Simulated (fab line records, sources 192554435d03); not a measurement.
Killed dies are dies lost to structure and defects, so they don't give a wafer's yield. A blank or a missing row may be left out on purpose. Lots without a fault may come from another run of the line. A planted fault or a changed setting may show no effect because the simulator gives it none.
Which tool did it? | flow n5_finfet | 24 lots, 72 wafers sampled, at 5 steps of a route of 1938

WHAT THE GAUGES READ, wafer by wafer
N5_BEOL_M11_INSPECT_13: inspects for defects (brightfield).
lot  | measured     | on                | raw_defect_count
L074 | day 11 14:07 | defect_inspect-01 | 293 345 354
L075 | day 11 22:53 | defect_inspect-02 | 428 627 417
L077 | day 12 05:22 | defect_inspect-02 | 403 493 835
L076 | day 12 22:08 | defect_inspect-02 | 389 508 367
L078 | day 12 22:22 | defect_inspect-01 | 347 399 269
L079 | day 13 04:22 | defect_inspect-02 | 517 536 440
L080 | day 13 04:32 | defect_inspect-01 | 427 553 283
L081 | day 13 14:10 | defect_inspect-02 | 489 597 433
L082 | day 14 00:11 | defect_inspect-01 | 452 365 338
L083 | day 14 01:27 | defect_inspect-01 | 463 365 457
L084 | day 14 08:00 | defect_inspect-01 | 250 259 307
L086 | day 14 08:53 | defect_inspect-01 | 284 328 280
L085 | day 14 20:20 | defect_inspect-01 | 448 264 293
L087 | day 14 23:23 | defect_inspect-01 | 280 403 358
L088 | day 15 05:48 | defect_inspect-02 | 356 510 472
L089 | day 15 05:58 | defect_inspect-02 | 466 494 476
L090 | day 15 12:57 | defect_inspect-02 | 402 378 339
L092 | day 16 03:50 | defect_inspect-02 | 308 464 289
L091 | day 16 04:00 | defect_inspect-02 | 394 487 489
L093 | day 16 09:03 | defect_inspect-02 | 351 379 355
L094 | day 16 12:59 | defect_inspect-02 | 385 410 473
L095 | day 16 19:47 | defect_inspect-01 | 280 264 285
L096 | day 17 15:12 | defect_inspect-01 | 419 325 360
L097 | day 17 20:38 | defect_inspect-02 | 296 334 303

N5_BEOL_M11_INSPECT_58: inspects for defects (darkfield).
lot  | measured     | on                | raw_defect_count
L074 | day 11 18:47 | defect_inspect-02 | 59 79 55
L075 | day 12 05:57 | defect_inspect-02 | 99 99 78
L077 | day 12 13:18 | defect_inspect-02 | 95 90 89
L076 | day 13 03:11 | defect_inspect-01 | 63 51 64
L078 | day 13 05:12 | defect_inspect-01 | 69 57 64
L079 | day 13 10:23 | defect_inspect-01 | 63 73 52
L080 | day 13 11:20 | defect_inspect-02 | 58 74 87
L081 | day 13 21:55 | defect_inspect-02 | 44 78 58
L082 | day 14 07:58 | defect_inspect-01 | 69 69 57
L083 | day 14 08:58 | defect_inspect-02 | 116 110 91
L084 | day 14 13:46 | defect_inspect-01 | 35 71 44
L086 | day 14 13:29 | defect_inspect-02 | 88 123 105
L085 | day 15 02:56 | defect_inspect-01 | 61 90 45
L087 | day 15 04:27 | defect_inspect-01 | 53 56 87
L088 | day 15 11:22 | defect_inspect-01 | 49 71 110
L089 | day 15 11:23 | defect_inspect-02 | 63 43 38
L090 | day 15 18:38 | defect_inspect-02 | 79 59 89
L092 | day 16 11:04 | defect_inspect-02 | 101 49 90
L091 | day 16 13:44 | defect_inspect-01 | 34 48 66
L093 | day 16 14:23 | defect_inspect-01 | 57 85 110
L094 | day 16 17:53 | defect_inspect-01 | 88 73 73
L095 | day 17 00:55 | defect_inspect-01 | 20 56 47
L096 | day 17 21:22 | defect_inspect-01 | 39 28 57
L097 | day 18 01:24 | defect_inspect-02 | 61 62 53

N5_BEOL_M12_CD_MEAS_17: target cd 140 nm.
lot  | measured     | on        | cd_nm (nm)
L074 | day 11 20:02 | cd_sem-03 | 141.3 141.6 141.8
L075 | day 12 07:08 | cd_sem-02 | 139.7 139.8 139.1
L077 | day 12 14:29 | cd_sem-02 | 138.2 134.7 138.3
L076 | day 13 04:14 | cd_sem-01 | 138.0 139.8 138.8
L078 | day 13 06:15 | cd_sem-02 | 139.8 138.1 137.9
L079 | day 13 11:27 | cd_sem-01 | 138.4 140.2 139.0
L080 | day 13 12:23 | cd_sem-03 | 138.0 136.6 138.0
L081 | day 13 23:10 | cd_sem-03 | 142.1 137.3 138.1
L082 | day 14 09:08 | cd_sem-01 | 139.5 139.5 140.6
L083 | day 14 10:01 | cd_sem-03 | 140.7 140.4 140.2
L084 | day 14 15:40 | cd_sem-01 | 139.3 141.3 142.7
L086 | day 14 15:25 | cd_sem-01 | 141.0 140.0 141.0
L085 | day 15 04:31 | cd_sem-02 | 140.4 141.2 141.5
L087 | day 15 05:44 | cd_sem-02 | 140.1 142.5 142.2
L088 | day 15 12:33 | cd_sem-01 | 140.9 140.4 140.2
L089 | day 15 12:44 | cd_sem-02 | 140.0 141.1 141.1
L090 | day 15 20:01 | cd_sem-02 | 139.8 141.3 139.7
L092 | day 16 12:07 | cd_sem-02 | 139.6 140.4 139.8
L091 | day 16 14:50 | cd_sem-01 | 141.5 144.9 142.2
L093 | day 16 15:29 | cd_sem-03 | 139.6 141.1 138.9
L094 | day 16 18:56 | cd_sem-01 | 140.1 140.1 136.3
L095 | day 17 01:58 | cd_sem-03 | 139.3 139.0 139.5
L096 | day 17 22:59 | cd_sem-01 | 141.8 140.1 142.6
L097 | day 18 02:38 | cd_sem-02 | 142.7 142.9 143.9

N5_BEOL_M13_CD_MEAS_10: target cd 190 nm.
lot  | measured     | on        | cd_nm (nm)
L074 | day 12 00:34 | cd_sem-01 | 190.1 189.3 190.9
L075 | day 12 12:17 | cd_sem-03 | 189.8 190.2 190.2
L077 | day 12 19:07 | cd_sem-02 | 191.4 191.3 191.9
L076 | day 13 08:59 | cd_sem-01 | 191.8 192.9 193.4
L078 | day 13 09:50 | cd_sem-01 | 190.8 191.2 190.4
L079 | day 13 16:51 | cd_sem-01 | 189.2 190.3 190.1
L080 | day 13 18:57 | cd_sem-03 | 190.4 189.9 189.1
L081 | day 14 04:12 | cd_sem-01 | 190.0 190.3 190.2
L082 | day 14 14:31 | cd_sem-01 | 188.8 189.2 189.2
L083 | day 14 18:05 | cd_sem-01 | 192.9 192.1 193.4
L084 | day 14 22:03 | cd_sem-02 | 190.1 191.0 190.3
L086 | day 14 18:53 | cd_sem-02 | 190.8 189.4 190.1
L085 | day 15 09:50 | cd_sem-03 | 190.9 190.2 190.7
L087 | day 15 12:26 | cd_sem-02 | 190.7 191.0 190.0
L088 | day 15 18:52 | cd_sem-02 | 190.7 191.2 190.4
L089 | day 15 19:02 | cd_sem-01 | 191.1 191.6 190.7
L090 | day 16 06:38 | cd_sem-03 | 192.4 193.1 192.2
L092 | day 16 18:46 | cd_sem-03 | 190.4 190.0 190.5
L091 | day 16 19:03 | cd_sem-02 | 190.8 191.7 191.0
L093 | day 16 19:20 | cd_sem-01 | 190.4 189.5 189.8
L094 | day 16 22:10 | cd_sem-02 | 189.3 189.5 188.6
L095 | day 17 08:05 | cd_sem-03 | 191.5 191.4 190.2
L096 | day 18 02:33 | cd_sem-03 | 191.5 190.7 191.8
L097 | day 18 06:01 | cd_sem-01 | 189.9 190.0 188.7

WHICH TOOL RAN EACH LOT (tool, then ch and the chambers of the sampled wafers, then the start)
lot  | N5_BEOL_M11_STRIP_77
L074 | rie_diel-04 ch 0,1, day 11 18:47 or earlier
L075 | rie_diel-04 ch 1,3, day 12 05:57 or earlier
L077 | rie_diel-04 ch 1,3, day 12 13:18 or earlier
L076 | rie_diel-01 ch 0,1,3, day 13 03:11 or earlier
L078 | rie_diel-06 ch 2,3, day 13 05:12 or earlier
L079 | rie_diel-06 ch 0,2,3, day 13 10:23 or earlier
L080 | rie_diel-04 ch 1,2,3, day 13 11:20 or earlier
L081 | rie_diel-01 ch 0,2,3, day 13 21:55 or earlier
L082 | rie_diel-04 ch 0,1,2, day 14 07:58 or earlier
L083 | rie_diel-06 ch 0,1,2, day 14 08:58 or earlier
L084 | rie_diel-04 ch 0,1,2, day 14 13:46 or earlier
L086 | rie_diel-01 ch 0,1,2, day 14 13:29 or earlier
L085 | rie_diel-06 ch 0,1, day 15 02:56 or earlier
L087 | rie_diel-04 ch 1,2,3, day 15 04:27 or earlier
L088 | rie_diel-06 ch 0,1, day 15 11:22 or earlier
L089 | rie_diel-01 ch 1,2,3, day 15 11:23 or earlier
L090 | rie_diel-04 ch 0,1,2, day 15 18:38 or earlier
L092 | rie_diel-06 ch 0,3, day 16 11:04 or earlier
L091 | rie_diel-04 ch 0,1,2, day 16 13:44 or earlier
L093 | rie_diel-04 ch 1,3, day 16 14:23 or earlier
L094 | rie_diel-04 ch 1,2, day 16 17:53 or earlier
L095 | rie_diel-04 ch 0,2,3, day 17 00:55 or earlier
L096 | rie_diel-06 ch 1,2,3, day 17 21:22 or earlier
L097 | rie_diel-01 ch 0,3, day 18 01:24 or earlier
- N5_BEOL_M11_STRIP_77: strips in N2/H2, time 10 s.

WHAT THE TOOLS THEMSELVES READ (means of the sampled wafers that have a number; where no wafer has one, the mark that the record gives instead)
N5_BEOL_M11_STRIP_77.
lot  | tool        | drypump_motor_current_A (A) | oes_product_au (a.u.) | rf_vpp_V (V) | showerhead_plenum_p_Torr (Torr) | throttle_valve_pct (%)
L074 | rie_diel-04 | 5.5                         | 0.85                  | 59.6         | 2.68                            | 23.50
L075 | rie_diel-04 | 5.9                         | 0.78                  | 59.0         | 2.62                            | 23.66
L077 | rie_diel-04 | 5.9                         | 0.79                  | 60.3         | 2.62                            | 23.67
L076 | rie_diel-01 | 5.9                         | 0.81                  | 58.8         | 2.53                            | 23.51
L078 | rie_diel-06 | 6.1                         | 0.81                  | 58.8         | 2.52                            | 23.93
L079 | rie_diel-06 | 6.0                         | 0.81                  | 59.5         | 2.52                            | 23.86
L080 | rie_diel-04 | 6.0                         | 0.79                  | 57.9         | 2.55                            | 23.79
L081 | rie_diel-01 | 5.3                         | 0.79                  | 59.1         | 2.48                            | 23.53
L082 | rie_diel-04 | 5.8                         | 0.78                  | 59.5         | 2.58                            | 23.74
L083 | rie_diel-06 | 5.9                         | 0.80                  | 59.7         | 2.55                            | 23.73
L084 | rie_diel-04 | 5.8                         | 0.78                  | 59.1         | 2.58                            | 23.76
L086 | rie_diel-01 | 5.7                         | 0.77                  | 59.9         | 2.51                            | 23.65
L085 | rie_diel-06 | 5.4                         | 0.74                  | 59.6         | 2.53                            | 23.67
L087 | rie_diel-04 | 6.0                         | 0.76                  | 59.0         | 2.54                            | 23.81
L088 | rie_diel-06 | 5.9                         | 0.79                  | 59.0         | 2.55                            | 23.67
L089 | rie_diel-01 | 5.7                         | 0.77                  | 59.0         | 2.48                            | 23.59
L090 | rie_diel-04 | 5.8                         | 0.77                  | 58.7         | 2.58                            | 23.76
L092 | rie_diel-06 | 5.8                         | 0.87                  | 60.0         | 2.62                            | 23.72
L091 | rie_diel-04 | 5.8                         | 0.78                  | 60.0         | 2.58                            | 23.77
L093 | rie_diel-04 | 5.9                         | 0.76                  | 59.5         | 2.61                            | 23.71
L094 | rie_diel-04 | 6.1                         | 0.72                  | 58.7         | 2.49                            | 23.98
L095 | rie_diel-04 | 5.8                         | 0.80                  | 59.6         | 2.55                            | 23.71
L096 | rie_diel-06 | 5.6                         | 0.90                  | 58.3         | 2.59                            | 23.68
L097 | rie_diel-01 | 5.4                         | 0.78                  | 59.3         | 2.52                            | 23.51

THE ANSWER, worked out from the rows above alone
Rule: what is usual is taken from the lots themselves. Put in order of their means at a reading, lots are off if they are a third of the lots or fewer, leave a main group of 4 or more, and stand apart from it by a gap of 3 or more times the standard deviation of the main group's means; of several such gaps the widest counts. A main group whose means are all the same, to the digits that the tables above print for the reading, isn't used. A lot without any number at a reading at which 4 lots or more have one is off too. The other lots that the step has rows for count as sound. The gauges are gone through in route order, then the tools' own readings, and for those a lot's mean is taken as printed above. The first step at which some lot is off is used, and at that step the reading that is off furthest; a lot without a number counts as furthest.
No lot is off at any reading shown: from this, nothing can be told.

WHAT THE SIMULATOR HAD PUT IN
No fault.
